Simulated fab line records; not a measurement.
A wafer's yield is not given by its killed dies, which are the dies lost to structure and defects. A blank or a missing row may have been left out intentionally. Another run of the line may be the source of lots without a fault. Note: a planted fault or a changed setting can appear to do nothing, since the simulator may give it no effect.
Struck lot and sound lot, side by side / flow nand harc / 15 steps out of a route of 1302
Sound: the wafers L212.1, L212.4, L212.5. Wafers struck: L221.1, L221.4, L221.6. At the end, the cause is stated.
Per side, at each step with rows, come the tool, then ch with its chambers, and then its first start. Under that, the readings that differ: sound wafers / struck wafers / difference of the means / sigmas: that difference in standard deviations of wafers without a fault.
alike: a reading whose means differ by less than 2 such deviations, as well as words and numbers matching on both sides. not compared: withheld readings; readings where some wafer has no value; bounds like >300 that might hide an equal value; numbers whose values overlap and for which the record gives no deviation.
Wherever a step has rows on one side only, a row that says differs or no value, or a row with sigmas, the two part there. Non-overlapping numbers with no deviation appear without sigmas and do not part them. Lack of a reading on every wafer of one side parts them only where that side has two or more wafers.

first, 2 steps without rows for these wafers: NHARC_A_CHANNEL_HOLE_D2_ETCH_20 (etches the open film in C4F8/O2/Ar, time 361.9 s, target depth 1600 nm); NHARC_A_CHANNEL_HOLE_D2_ETCH_21 (etches the open film in C4F8/O2/Ar, time 514.3 s, target depth 1600 nm).
NHARC_A_CHANNEL_HOLE_D2_ETCH_22: etches the open film in C4F8/O2/Ar, time 666.7 s, target depth 1600 nm.
  sound on har etch-01 ch 0,1, day 14 05:11; struck on har etch-01 ch 0,1, day 17 23:34
  alike: drypump motor current A, oes air line au, showerhead plenum p Torr, throttle valve pct
  not compared: rf hours counter h
then, 1 step without rows for these wafers: NHARC_A_CHANNEL_HOLE_D2_ETCH_23 (etches the open film in C4F8/O2/Ar, time 819 s, target depth 1600 nm).
NHARC_A_CHANNEL_HOLE_D2_ETCH_24: etches the open film in C4F8/O2/Ar, time 906.2 s, target depth 1500 nm.
  sound on har etch-01 ch 0,1, day 14 06:29; struck on har etch-01 ch 0,1, day 18 00:51
  alike: drypump motor current A, oes air line au, showerhead plenum p Torr, throttle valve pct
  not compared: rf hours counter h
NHARC_A_CHANNEL_HOLE_D2_ETCH_25: etches the open film in C4F8/O2/Ar, time 1040.2 s, target depth 1500 nm.
  sound on har etch-01 ch 0,1, day 14 07:16; struck on har etch-01 ch 0,1, day 18 01:38
  alike: drypump motor current A, oes air line au, showerhead plenum p Torr, throttle valve pct
  not compared: rf hours counter h
NHARC_A_CHANNEL_HOLE_D2_ETCH_26: etches the open film in C4F8/O2/Ar, time 224.1 s, target depth 300 nm.
  sound on har etch-01 ch 0,1, day 14 08:02; struck on har etch-01 ch 0,1, day 18 02:24
  alike: drypump motor current A, oes air line au, showerhead plenum p Torr, throttle valve pct
  not compared: rf hours counter h
then, 4 steps without rows for these wafers: NHARC_A_CHANNEL_HOLE_D2_ETCH_27 (etches the open film in C4F8/O2/Ar, time 90 s, target depth 400 nm); NHARC_A_CHANNEL_HOLE_D2_STRIP_41 (strips in N2/H2); NHARC_A_CHANNEL_HOLE_D2_STRIP_42 (strips in CF4/CHF3); NHARC_A_CHANNEL_HOLE_D2_STRIP_43 (strips in O2/COS).
NHARC_A_CHANNEL_HOLE_D2_ETCH_44: etches the open film in CF4/O2, target depth 140 nm, overetch 14 nm, time 77 s.
  sound on rie diel-08 ch 2,3, day 14 08:56; struck on rie diel-13 ch 0,1, day 18 03:19
  alike: drypump motor current A, oes_f_703_au, oes product au, rf vpp V, showerhead plenum p Torr, throttle valve pct
  not compared: rf hours counter h
NHARC_A_CHANNEL_HOLE_D2_STRIP_28: strips in O2.
  sound on rie diel-08 ch 1,2, day 14 09:05; struck on rie diel-13 ch 2,3, day 18 03:28
  no value came back on the struck wafers for any of 7 readings (bias w (W), chamber pressure mTorr (mTorr) and others); on the sound wafers bias w (W) reads 0 0 0
  not compared: rf hours counter h
then, 1 step without rows for these wafers: NHARC_A_CHANNEL_HOLE_D2_PRECLEAN_29 (cleans in SC1).
-- record jumps: 10 days between struck wafers' starts before vs after; left off in module A_CHANNEL_HOLE_D2, resumes in module END, first step shown is number 1302 of the route --
NHARC_END_SORT_01:
  the record has rows for the struck wafers here (prober-01 ch 0, day 28 14:29) and none for the sound ones

## WHERE THEY PART
Last at NHARC_END_SORT_01 as far as this record goes, first at NHARC_A_CHANNEL_HOLE_D2_STRIP_28.

WHY: what had been put in by the simulator
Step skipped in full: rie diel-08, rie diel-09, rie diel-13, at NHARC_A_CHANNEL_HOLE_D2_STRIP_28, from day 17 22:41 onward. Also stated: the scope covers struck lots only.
